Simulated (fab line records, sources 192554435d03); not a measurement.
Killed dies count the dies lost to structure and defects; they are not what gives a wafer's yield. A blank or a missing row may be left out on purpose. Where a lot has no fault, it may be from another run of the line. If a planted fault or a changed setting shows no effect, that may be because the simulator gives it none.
The tool behind it: which one? -- flow n5-finfet -- 10 lots, 27 wafers sampled, at 4 steps of a route of 1938

## WHAT THE GAUGES READ, wafer by wafer
N5_BEOL_M4_INSPECT_59: inspects for defects (darkfield). Usual: 71 for raw-defect-count, sd 26.
lot,measured,on,raw-defect-count,flag
L187,day 9 06:17,defect-inspect-01,70 49 51,
L188,day 9 10:08,defect-inspect-02,34 45 49,
L189,day 10 05:58,defect-inspect-01,75 56 80,
L190,day 9 12:10,defect-inspect-02,43 72 60,
L192,day 10 07:51,defect-inspect-02,61 36 68,
L194,day 10 18:20,defect-inspect-01,72 90,
L197,day 11 16:55,defect-inspect-02,86,
L202,day 12 16:07,defect-inspect-02,71 48 37,
L206,day 13 22:56,defect-inspect-02,115 115 125,
L208,day 14 05:28,defect-inspect-02,61 78 75,

N5_BEOL_M4_RC_MEAS_101. Usual: DIBL_N 36.4 mV/V, standard deviation 1.4; DIBL_P 36.4 mV/V, standard deviation 1.5; IOFF_N 0.156 nA/um, standard deviation 0.022; IOFF_P 0.210 nA/um, standard deviation 0.023; IOFF_P_85C 3.6 nA/um, standard deviation 0.33; IOFF_P_LIN 0.099 nA/um, standard deviation 0.0086; IOFF_P_LONG 0.000106 nA/um, standard deviation 7.3e-06; ION_N 675 uA/um, standard deviation 9.1; ION_P 463 uA/um, standard deviation 5.7; SS_N 71.6 mV/dec, standard deviation 0.45; SS_P 73.3 mV/dec, standard deviation 0.56; VT_N 250 mV, standard deviation 3.1; VT_N_LVT 99 mV, standard deviation 3.1; VT_P -250.3 mV, standard deviation 2.3; VT_P_LONG -275.4 mV, standard deviation 2.8.
lot,measured,on,DIBL_N (mV/V),DIBL_P (mV/V),IOFF_N (nA/um),IOFF_P (nA/um),IOFF_P_85C (nA/um),IOFF_P_LIN (nA/um),IOFF_P_LONG (nA/um),ION_N (uA/um),ION_P (uA/um),SS_N (mV/dec),SS_P (mV/dec),VT_N (mV),VT_N_LVT (mV),VT_P (mV),VT_P_LONG (mV),flag
L187,day 9 06:28,prober-01,35.5 38.7 37.8,32.1 36.9 35.6,0.117 0.175 0.158,0.181 0.263 0.238,3.2 4.4 4.1,0.090 0.116 0.110,0.000112 0.000106 0.000113,667 674 680,459 463 465,71.3 72.3 72.1,73.0 73.6 74.2,259 249 251,107 99 101,-252.0 -247.5 -249.4,-275.3 -274.5 -275.8,
L188,day 9 10:19,prober-01,36.4 34.4 35.7,38.4 36.0 37.3,0.172 0.147 0.159,0.220 0.183 0.201,3.7 3.2 3.5,0.101 0.089 0.094,0.000107 0.000105 0.000104,680 676 680,464 466 463,71.4 71.8 71.4,73.1 73.3 73.2,248 251 252,97 98 97,-247.6 -254.1 -251.3,-277.4 -278.5 -275.0,
L189,day 10 06:00,prober-02,34.5 35.7 35.5,34.8 36.9 37.1,0.139 0.163 0.166,0.180 0.217 0.213,3.2 3.7 3.6,0.091 0.103 0.101,0.00011 0.000108 0.00011,663 672 678,453 459 462,71.0 71.0 71.6,72.3 73.5 73.3,252 248 248,100 95 97,-248.9 -248.0 -248.4,-273.3 -274.0 -271.6,
L190,day 9 12:20,prober-01,36.2 36.3 35.1,35.6 34.6 34.0,0.170 0.162 0.144,0.205 0.180 0.169,3.6 3.2 3.0,0.098 0.087 0.084,0.000101 0.000101 0.000102,681 673 677,461 455 454,72.0 71.7 71.5,73.3 73.7 73.6,244 249 250,96 97 99,-249.8 -252.2 -253.3,-277.0 -279.6 -280.6,
L192,day 10 07:53,prober-01,33.9 35.9 34.0,35.1 38.1 34.8,0.142 0.189 0.141,0.200 0.241 0.192,3.5 4.1 3.4,0.099 0.111 0.096,0.000116 0.000114 0.000117,676 688 663,467 465 462,71.2 72.3 70.7,72.2 73.4 72.0,248 245 251,99 94 99,-251.3 -246.9 -251.6,-272.0 -273.1 -272.4,
L194,day 10 18:31,prober-02,37.4 37.6,37.3 37.7,0.160 0.155,0.195 0.079,3.4 1.6,0.093 0.037,9.7e-05 5.7e-05,667 667,455 416,71.1 71.7,73.6 73.8,248 253,100 76,-254.0 -278.8,-278.4 -305.3,OFF
L197,day 11 17:06,prober-02,37.6,37.8,0.163,0.190,3.4,0.087,9.4e-05,677,453,72.0,73.5,249,97,-252.8,-281.8,
L202,day 12 16:17,prober-01,36.2 37.6 37.3,33.8 36.6 36.0,0.155 0.175 0.173,0.191 0.228 0.223,3.4 3.8 3.8,0.095 0.107 0.106,0.000108 0.00011 0.000103,677 684 687,456 468 465,71.6 71.5 71.4,72.4 73.7 73.1,248 249 248,100 99 98,-249.8 -247.9 -247.1,-275.1 -273.2 -273.6,
L206,day 13 23:07,prober-02,34.7 34.6 33.9,36.0 35.4 34.7,0.134 0.130 0.116,0.192 0.187 0.168,3.4 3.3 3.0,0.096 0.093 0.086,0.000112 0.000109 0.000111,678 661 665,465 459 456,71.1 71.7 71.0,72.3 72.1 72.4,252 251 254,100 99 103,-251.0 -251.1 -252.2,-274.4 -274.5 -274.6,
L208,day 14 05:38,prober-01,37.2 38.5 36.9,37.8 37.8 36.5,0.178 0.199 0.160,0.224 0.230 0.202,3.8 3.9 3.5,0.103 0.104 0.094,0.000107 0.000107 0.000111,680 683 681,465 464 466,71.8 72.1 71.9,73.4 73.7 73.5,246 247 248,94 94 97,-249.6 -250.2 -252.1,-274.7 -275.3 -276.9,

## TOOL THAT RAN EACH LOT (tool first, then ch and the chambers of the sampled wafers, then the start)
lot,N5_HKMG_FIN_ALD_74,N5_BEOL_M4_SPUTTER_96
L187,"ald-hk-01 ch 0,3, day 3 20:32","pvd-sputter-02, day 9 05:13"
L188,"ald-hk-02 ch 0,1,3, day 4 03:52","pvd-sputter-02, day 9 09:03"
L189,"ald-hk-03 ch 0,2,3, day 4 11:41","pvd-sputter-02, day 10 04:54"
L190,"ald-hk-01 ch 1,2,3, day 4 16:27","pvd-sputter-02, day 9 10:56"
L192,"ald-hk-01 ch 0,1,2, day 5 07:03","pvd-sputter-01, day 10 06:32"
L194,"ald-hk-01 ch 2,3, day 5 16:44","pvd-sputter-02, day 10 17:16"
L197,"ald-hk-01 ch 0, day 6 08:58","pvd-sputter-01, day 11 15:50"
L202,"ald-hk-03 ch 0,1,3, day 7 18:03","pvd-sputter-02, day 12 15:01"
L206,"ald-hk-01 ch 0,2,3, day 8 17:53","pvd-sputter-03, day 13 21:52"
L208,"ald-hk-03 ch 1,2, day 9 06:59","pvd-sputter-01, day 14 04:23"
- N5_HKMG_FIN_ALD_74: deposits La2O3, target thk 0.5 nm, pulse time 6 s, co reactant pulse time 1 s.
- N5_BEOL_M4_SPUTTER_96: material Cu, target thk 4.5 nm, time 8.29 s.

## WHAT THE TOOLS THEMSELVES READ (means of the sampled wafers that have a number; where no wafer has one, the mark that the record gives instead)
N5_HKMG_FIN_ALD_74. Usual: heater-power-w 353 W, standard deviation 27; precursor-pulse-height-rel 1.001, standard deviation 0.021; susceptor-temp-C 250.01 C, standard deviation 0.17.
lot,tool,heater-power-w (W),precursor-pulse-height-rel,susceptor-temp-C (C),flag
L187,ald-hk-01,356,0.992,249.93,
L188,ald-hk-02,333,0.979,249.99,
L189,ald-hk-03,336,0.995,249.91,
L190,ald-hk-01,363,1.010,249.92,
L192,ald-hk-01,374,1.000,250.11,
L194,ald-hk-01,375,0.988,250.10,
L197,ald-hk-01,365,1.030,249.90,
L202,ald-hk-03,344,0.996,250.09,
L206,ald-hk-01,373,0.984,250.11,
L208,ald-hk-03,341,1.013,250.01,

N5_BEOL_M4_SPUTTER_96. Usual: susceptor-temp-C -20.02 C, standard deviation 0.1; throttle-valve-pct 30.3 %, standard deviation 0.83.
lot,tool,susceptor-temp-C (C),throttle-valve-pct (%),flag
L187,pvd-sputter-02,-20.05,29.6,
L188,pvd-sputter-02,-20.02,29.7,
L189,pvd-sputter-02,-20.01,29.9,
L190,pvd-sputter-02,-20.00,29.4,
L192,pvd-sputter-01,-20.03,30.5,
L194,pvd-sputter-02,-20.10,29.7,
L197,pvd-sputter-01,-19.96,30.5,
L202,pvd-sputter-02,-20.05,29.5,
L206,pvd-sputter-03,-19.99,30.5,
L208,pvd-sputter-01,-20.02,30.4,

## THE ANSWER, worked out from the rows above alone
Rule: lot off if the mean of its wafers having a number is beyond 3 standard deviations from the usual mean. A lot without any number at a reading at which 4 lots or more have one is off too. Where the step has rows for the other lots, those lots are counted as sound. First the gauges in route order, then the tools' own readings, where a lot's mean is used as printed above. The first step at which some lot is off is used, and at that step the reading that is off furthest; a lot without a number counts as furthest.
Off: L194, seen at N5_BEOL_M4_RC_MEAS_101 (VT_P).
A tool fits if, at a process step before that reading, it ran every lot that is off, and no sound lot after the first of them. The gauges at N5_BEOL_M4_RC_MEAS_101 are tried like those tools. None of those tried fits.

## WHAT THE SIMULATOR PUT IN
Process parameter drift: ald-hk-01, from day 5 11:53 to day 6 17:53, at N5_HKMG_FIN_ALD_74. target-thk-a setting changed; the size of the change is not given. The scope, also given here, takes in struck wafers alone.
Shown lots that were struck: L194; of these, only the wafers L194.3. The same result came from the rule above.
